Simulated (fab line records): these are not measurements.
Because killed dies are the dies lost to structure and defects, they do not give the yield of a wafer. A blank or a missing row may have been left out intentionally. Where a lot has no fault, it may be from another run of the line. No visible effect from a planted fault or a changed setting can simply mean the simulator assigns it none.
A struck lot beside a sound one | flow nand_harc | 15 out of 1159 route steps
Sound: these wafers, L387.2, L387.3, L387.5. Struck: wafer L383.2 (left out: L383.3, a lot-mate that was not struck); the cause follows at the end.
Order at every step that has rows: each side's tool, ch and its chambers, its first start. Under that, the readings that differ: sound wafers | struck wafers | difference of the means | sigmas: that difference in standard deviations of wafers without a fault.
alike: same words and numbers on both sides, and readings whose means sit less than 2 such deviations apart. not compared: any withheld reading, any reading some wafer has no value for, any bound like >300 that may hide the same value, and any number with overlapping values for which the record gives no deviation.
The two part at a step that has a row with sigmas, a row that says differs or no value, or rows on one side only. Numbers that have no deviation but don't overlap get no sigmas and don't part them. A reading that every wafer of one side lacks parts them only if that side has two wafers or more.

NHARC_P_CONTACT_ETCH_35: etches the open film in CF4, target depth 39 nm, time 65 s.
  sound on rie_diel-08 ch 0,1, day 9 21:41; struck on rie_diel-02 ch 2, day 8 20:57
  reading                | sound                | struck | difference | sigmas
  throttle_valve_pct (%) | 13.273 13.274 13.299 | 13.302 | +0.020     | +2
  alike: cf4_flow_sccm, drypump_motor_current_A, oes_product_au, rf_fwd_power_W, rf_vpp_V, showerhead_plenum_p_Torr
  not compared: rf_hours_counter_h
NHARC_P_CONTACT_ETCH_36: etches the open film in N2/H2, target depth 260 nm, time 406.25 s.
  sound on rie_diel-08 ch 0,2; struck on rie_diel-02 ch 0
  reading               | sound             | struck | difference | sigmas
  n2_flow_sccm (sccm)   | 149.0 149.9 149.0 | 150.7  | +1.4       | +3
  oes_product_au (a.u.) | 0.994 0.989 0.988 | 1.021  | +0.031     | +3
  alike: drypump_motor_current_A, rf_fwd_power_W, rf_vpp_V, showerhead_plenum_p_Torr, throttle_valve_pct
  not compared: rf_hours_counter_h
NHARC_P_CONTACT_ETCH_18: etches the open film in C4F8/O2/Ar, target depth 481 nm, time 240.5 s.
  sound on rie_diel-08 ch 0,3; struck on rie_diel-02 ch 1
  reading            | sound             | struck | difference | sigmas
  rf_fwd_power_W (W) | 597.9 594.6 597.9 | 601.0  | +4.2       | +2
  alike: oes_product_au, rf_vpp_V
  not compared: rf_hours_counter_h
then, 2 steps without rows for these wafers: NHARC_P_CONTACT_STRIP_37 (strips in C4F8/O2/Ar); NHARC_P_CONTACT_ETCH_31 (etches the open film in CH3F/O2, target depth 30 nm, time 85.7 s).
NHARC_P_CONTACT_CD_MEAS_19:
  struck on cd_sem-01, day 8 21:44; sound on cd_sem-02, day 9 22:29
  alike: cd_nm
then, 2 steps without rows for these wafers: NHARC_P_CONTACT_STRIP_28 (strips in O2); NHARC_P_CONTACT_STRIP_29 (strips in post etch residue remover, time 1200 s).
NHARC_P_CONTACT_DEGAS_38: time 60 s.
  struck on pvd_sputter-02, day 8 22:28; sound on pvd_sputter-03, day 9 23:13
  alike: heater_power_w
then, 1 step without rows for these wafers: NHARC_P_CONTACT_PRE_CLEAN_39 (time 19.5 s).
NHARC_P_CONTACT_PVD_32: deposits Ti, target thk 5 nm, time 17.7 s.
  sound on pvd_sputter-03; struck on pvd_sputter-02
  reading                | sound                | struck | difference | sigmas
  cathode_dc_power_W (W) | 5000.3 4999.3 4999.7 | 5001.5 | +1.7       | +2
  alike: throttle_valve_pct
then, 1 step without rows for these wafers: NHARC_P_CONTACT_ALD_22 (deposits TiN, target thk 3 nm, pulse time 1 s, ald cycles 150).
NHARC_P_CONTACT_CVD_23: deposits W, target thk 200 nm, time 557 s.
  sound on cvd_w-02 ch 0,1, day 9 23:45; struck on cvd_w-01 ch 0, day 8 23:14
  alike: heater_power_w, throttle_valve_pct
NHARC_P_CONTACT_CMP_24: polishes, t overpolish 30 s, target thk 200 nm.
  sound on cmp-02 ch 1,2,3, day 10 00:20; struck on cmp-04 ch 2, day 8 23:56
  reading                | sound                | struck | difference | sigmas
  overpolish_run_s (s)   | 30.019 30.003 30.002 | 29.975 | -0.033     | -3
  time_to_endpoint_s (s) | 41.2 39.8 40.7       | 55.6   | +15.0      | +5
  alike: motor_current_A
following that, these wafers have no rows for 1 step: NHARC_END_SORT_01.

## WHERE THEY PART
At NHARC_P_CONTACT_ETCH_35 first; at NHARC_P_CONTACT_CMP_24 last (within this record only).

WHY: whatever the simulator had introduced
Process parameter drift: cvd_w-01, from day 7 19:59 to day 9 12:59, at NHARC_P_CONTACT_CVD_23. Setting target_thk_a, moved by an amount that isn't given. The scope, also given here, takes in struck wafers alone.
